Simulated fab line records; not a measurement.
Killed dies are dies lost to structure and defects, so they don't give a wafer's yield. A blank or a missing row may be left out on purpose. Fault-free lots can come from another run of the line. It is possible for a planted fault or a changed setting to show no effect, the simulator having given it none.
Matching of chambers + flow n5-finfet + N5_BEOL_M12_DEP_53 on pecvd-03: 3 sister chambers
The step deposits SiCN from 3MS/NH3, target thk 30 nm, time 10.5 s. 3 wafers are shown with their chamber, then 8 later ones without.

EACH WAFER AND ITS CHAMBER
| wafer  | chamber | throttle-valve-pct (%) |
|--------|---------|------------------------|
| L085.2 | 0       | 18.1                   |
| L085.3 | 2       | 16.2                   |
| L084.2 | 1       | 18.8                   |

WAFERS WITH NO CHAMBER GIVEN
| wafer  | throttle-valve-pct (%) |
|--------|------------------------|
| L084.4 | 16.1                   |
| L084.5 | 19.0                   |
| L093.1 | 16.5                   |
| L093.5 | 19.3                   |
| L093.6 | 16.6                   |
| L097.1 | 19.2                   |
| L097.2 | 16.5                   |
| L097.4 | 18.2                   |

WHICH CHAMBER EACH ONE RAN IN
| wafer  | from the rows above     | in truth |
|--------|-------------------------|----------|
| L084.4 | 2                       | 2        |
| L084.5 | 1                       | 1        |
| L093.1 | 2                       | 2        |
| L093.5 | 1                       | 1        |
| L093.6 | 2                       | 2        |
| L097.1 | 1                       | 1        |
| L097.2 | 2                       | 2        |
| L097.4 | can't be placed: 0 or 1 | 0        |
7 of 8 placed correctly. These rows do not allow placing 1 (true chamber among the candidates in 1). Placed wrongly: 0.
How it was worked out, from the rows above alone: a wafer's distance from a chamber is the root of the sum, over the readings, of the square of ((its reading less the chamber's mean) divided by the reading's scatter). The wafer belongs to the nearest chamber; if the next one is less than 2 further off, it can't be placed. A chamber's mean is the mean of its shown wafers. The scatter (one wafer shown for each chamber): square how far every hidden wafer sits from the nearest shown wafer, average those squares and take the square root.
